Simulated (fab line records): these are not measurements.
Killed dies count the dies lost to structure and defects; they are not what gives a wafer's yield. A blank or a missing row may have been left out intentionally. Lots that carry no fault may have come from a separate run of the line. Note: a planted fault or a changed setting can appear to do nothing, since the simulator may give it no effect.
Chamber matching	flow n5 finfet	4 sister chambers for N5_BEOL_M3_ETCH_64 on rie diel-05
The step etches SOC in N2/H2, target depth 75 nm, overetch 15 nm, time 112.5 s. 4 wafers are shown with their chamber, then 10 later ones without.

== WAFERS PAIRED WITH THEIR CHAMBERS ==
wafer	chamber	showerhead plenum p Torr (Torr)
L082.6	3	2.64
L084.3	1	2.41
L085.1	0	2.44
L085.4	2	2.60

== WAFERS WITHOUT THEIR CHAMBER ==
wafer	showerhead plenum p Torr (Torr)
L085.6	2.41
L091.2	2.63
L091.3	2.43
L091.6	2.63
L093.1	2.63
L093.3	2.40
L093.6	2.63
L095.1	2.40
L095.3	2.63
L095.4	2.43

== WHICH CHAMBER EACH WENT THROUGH ==
wafer	from the rows above	in truth
L085.6	1	1
L091.2	3	3
L091.3	can't be placed: 0 or 1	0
L091.6	3	3
L093.1	3	3
L093.3	1	1
L093.6	3	3
L095.1	1	1
L095.3	3	3
L095.4	can't be placed: 0 or 1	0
Correct placement for 8 of the 10. Unplaceable from these rows: 2, with the true chamber sitting among the candidates in 2. Number placed wrongly: 0.
How it was worked out, from the rows above alone: a wafer's distance from a chamber is the root of the sum, over the readings, of the square of ((its reading less the chamber's mean) divided by the reading's scatter). The wafer belongs to the nearest chamber; if the next one is less than 2 further off, it can't be placed. For every chamber, the mean is computed from those of its wafers that are shown. The scatter: root of mean squared gap, hidden wafer to nearest shown wafer, with one shown wafer a chamber.
